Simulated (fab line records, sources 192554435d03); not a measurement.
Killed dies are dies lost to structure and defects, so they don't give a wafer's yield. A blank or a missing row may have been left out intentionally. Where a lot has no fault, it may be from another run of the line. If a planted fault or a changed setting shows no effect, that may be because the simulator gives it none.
One fault seen from 3 desks :: flow n5-finfet :: numbers are kept per desk, each desk with only its own; the story behind them comes last

== THE METROLOGY DESK ==
What the gauges read, lot by lot, whatever tool the lot ran on: means of the sampled wafers that have a number. Any lot whose mean is over 4 standard deviations away from the usual mean is out of limits and marked OUT; that distance is given in the brackets. Of its 10 readings 7 are shown: those that lie furthest out on some lot.
Columns: A = DIBL_N at N5_BEOL_M4_RC_MEAS_101, usual 35.3 mV/V; B = ION_N at N5_BEOL_M4_RC_MEAS_101, usual 670 uA/um; C = ION_P at N5_BEOL_M4_RC_MEAS_101, usual 460 uA/um; D = SS_N at N5_BEOL_M4_RC_MEAS_101, usual 71.2 mV/dec; E = SS_P at N5_BEOL_M4_RC_MEAS_101, usual 73.0 mV/dec; F = VT_N at N5_BEOL_M4_RC_MEAS_101, usual 251 mV; G = VT_P at N5_BEOL_M4_RC_MEAS_101, usual -251.4 mV
lot: L523
first seen here: day 10 20:47
A: 33.3
B: 651
C: 448
D: 71.3
E: 72.9
F: 256
G: -255.5

lot: L530
first seen here: day 11 07:22
A: 35.6
B: 685
C: 470
D: 71.9
E: 72.8
F: 250
G: -249.8

lot: L534
first seen here: day 12 17:07
A: 34.1
B: 678
C: 462
D: 71.2
E: 73.3
F: 249
G: -253.3

lot: L533
first seen here: day 14 03:11
A: 35.6
B: 672
C: 464
D: 71.2
E: 73.0
F: 253
G: -252.9

lot: L536
first seen here: day 14 03:51
A: 36.2
B: 667
C: 460
D: 72.0
E: 73.4
F: 248
G: -249.4

lot: L538
first seen here: day 14 06:23
A: 36.1
B: 675
C: 464
D: 71.7
E: 72.7
F: 250
G: -250.5

lot: L539
first seen here: day 14 12:19
A: 35.6
B: 660
C: 455
D: 71.0
E: 72.8
F: 251
G: -250.2

lot: L540
first seen here: day 15 05:55
A: 38.0
B: 672
C: 459
D: 72.3
E: 74.2
F: 248
G: -250.8
Finding of this desk: none of the 8 lots has anything out of limits.

== THE TOOL OWNER'S DESK: rie-diel-01 ==
The tool's own readings at N5_SD_EPI_P_ETCH_47 (etches SiOCN in CH3F/O2, target depth 25 nm): means of the sampled wafers that have a number, for each lot that ran on this tool. Any lot whose mean is over 4 standard deviations away from the usual mean is out of limits and marked OUT; that distance is given in the brackets.
Columns: A = CH3F_flow_sccm at N5_SD_EPI_P_ETCH_47, usual 30.01 sccm; B = drypump-motor-current-A at N5_SD_EPI_P_ETCH_47, usual 5.80 A; C = oes-product-au at N5_SD_EPI_P_ETCH_47, usual 0.80 a.u.; D = rf-vpp-V at N5_SD_EPI_P_ETCH_47, usual 127.4 V; E = showerhead-plenum-p-Torr at N5_SD_EPI_P_ETCH_47, usual 2.02 Torr; F = throttle-valve-pct at N5_SD_EPI_P_ETCH_47, usual 16.35 %
lot: L523
first seen here: day 4 18:23
A: 30.04
B: 5.82
C: 0.82
D: 126.4
E: 2.04
F: 16.27

lot: L533
first seen here: day 7 10:09
A: 29.94
B: 5.58
C: 0.79
D: 128.1
E: 1.98
F: 16.18

lot: L534
first seen here: day 7 12:58
A: 30.02
B: 5.82
C: 0.80
D: 128.1
E: 2.01
F: 16.38

lot: L536
first seen here: day 8 02:44
A: 29.98
B: 5.83
C: 0.85
D: 127.1
E: 2.02
F: 16.32

lot: L538
first seen here: day 8 11:20
A: 29.98
B: 5.60
C: 0.78
D: 126.6
E: 2.00
F: 16.12

lot: L539
first seen here: day 8 19:01
A: 30.03
B: 5.81
C: 0.79
D: 127.1
E: 2.01
F: 16.40

lot: L540
first seen here: day 9 00:08
A: 30.08
B: 5.58
C: 0.77
D: 126.2
E: 2.00
F: 16.14
Finding of this desk: none of the 7 lots has anything out of limits.

== THE DEFECT DESK ==
Inspection counts along the route, by lot: the mean over sampled wafers that carry a number. Any lot whose mean is over 4 standard deviations away from the usual mean is out of limits and marked OUT; that distance is given in the brackets.
Columns: A = raw-defect-count at N5_SD_EPI_P_INSPECT_26, usual 186
lot: L523
first seen here: day 4 21:36
A: 324

lot: L530
first seen here: day 6 15:58
A: 210

lot: L533
first seen here: day 7 14:11
A: 174

lot: L534
first seen here: day 7 16:17
A: 173

lot: L536
first seen here: day 8 05:57
A: 164

lot: L538
first seen here: day 8 14:33
A: 213

lot: L539
first seen here: day 8 23:04
A: 240

lot: L540
first seen here: day 9 03:21
A: 195
Finding of this desk: none of the 8 lots has anything out of limits.

== BROUGHT TOGETHER ==
From the metrology desk's view, nothing was out of limits.
Nothing out of limits was seen by the tool owner's desk.
No out-of-limits result turned up at the defect desk.

== WHAT THE SIMULATOR PUT IN ==
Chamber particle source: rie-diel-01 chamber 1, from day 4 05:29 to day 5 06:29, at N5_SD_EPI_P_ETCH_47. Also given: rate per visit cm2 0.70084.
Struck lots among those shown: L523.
